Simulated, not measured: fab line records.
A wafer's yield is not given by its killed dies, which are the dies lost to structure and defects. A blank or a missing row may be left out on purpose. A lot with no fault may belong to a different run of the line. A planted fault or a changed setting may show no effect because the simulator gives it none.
Matching of chambers || flow n5 finfet || N5_BEOL_M9_PECVD_70 on pecvd-03: 3 sister chambers
The step deposits SiO2 from TEOS/O2, target thk 20 nm, time 22.7 s. 6 wafers are shown with their chamber, then 8 later ones without.

EACH WAFER AND ITS CHAMBER
{"wafer": "L090.4", "chamber": 1, "throttle valve pct (%)": 22.5, "showerhead plenum p Torr (Torr)": 8.80}
{"wafer": "L089.4", "chamber": 0, "throttle valve pct (%)": 24.9, "showerhead plenum p Torr (Torr)": 8.85}
{"wafer": "L091.1", "chamber": 0, "throttle valve pct (%)": 24.7, "showerhead plenum p Torr (Torr)": 8.85}
{"wafer": "L091.4", "chamber": 2, "throttle valve pct (%)": 20.2, "showerhead plenum p Torr (Torr)": 8.79}
{"wafer": "L091.5", "chamber": 1, "throttle valve pct (%)": 22.5, "showerhead plenum p Torr (Torr)": 8.79}
{"wafer": "L092.1", "chamber": 2, "throttle valve pct (%)": 20.6, "showerhead plenum p Torr (Torr)": 8.79}

WAFERS MISSING THEIR CHAMBER
{"wafer": "L092.4", "throttle valve pct (%)": 22.3, "showerhead plenum p Torr (Torr)": 8.80}
{"wafer": "L092.5", "throttle valve pct (%)": 20.1, "showerhead plenum p Torr (Torr)": 8.80}
{"wafer": "L093.1", "throttle valve pct (%)": 22.5, "showerhead plenum p Torr (Torr)": 8.81}
{"wafer": "L093.4", "throttle valve pct (%)": 24.8, "showerhead plenum p Torr (Torr)": 8.86}
{"wafer": "L093.6", "throttle valve pct (%)": 20.2, "showerhead plenum p Torr (Torr)": 8.77}
{"wafer": "L095.3", "throttle valve pct (%)": 22.4, "showerhead plenum p Torr (Torr)": 8.79}
{"wafer": "L095.5", "throttle valve pct (%)": 20.4, "showerhead plenum p Torr (Torr)": 8.82}
{"wafer": "L095.6", "throttle valve pct (%)": 24.7, "showerhead plenum p Torr (Torr)": 8.85}

EACH ONE'S CHAMBER
{"wafer": "L092.4", "from the rows above": 1, "in truth": 1}
{"wafer": "L092.5", "from the rows above": 2, "in truth": 2}
{"wafer": "L093.1", "from the rows above": 1, "in truth": 1}
{"wafer": "L093.4", "from the rows above": 0, "in truth": 0}
{"wafer": "L093.6", "from the rows above": 2, "in truth": 2}
{"wafer": "L095.3", "from the rows above": 1, "in truth": 1}
{"wafer": "L095.5", "from the rows above": 2, "in truth": 2}
{"wafer": "L095.6", "from the rows above": 0, "in truth": 0}
Placed correctly: 8 of 8. Not placeable from these rows: 0. Wrongly placed: 0.
How it was worked out, from the rows above alone: a wafer's distance from a chamber is the root of the sum, over the readings, of the square of ((its reading less the chamber's mean) divided by the reading's scatter). If the next closest chamber is less than 2 further off than the closest, the wafer can't be placed; otherwise it belongs to the closest. The mean given for a chamber averages the wafers shown for that chamber. How the scatter is found: for the shown wafers, subtract from each reading the mean of its chamber, square and add these, divide the total by (wafers less chambers), then take the root.
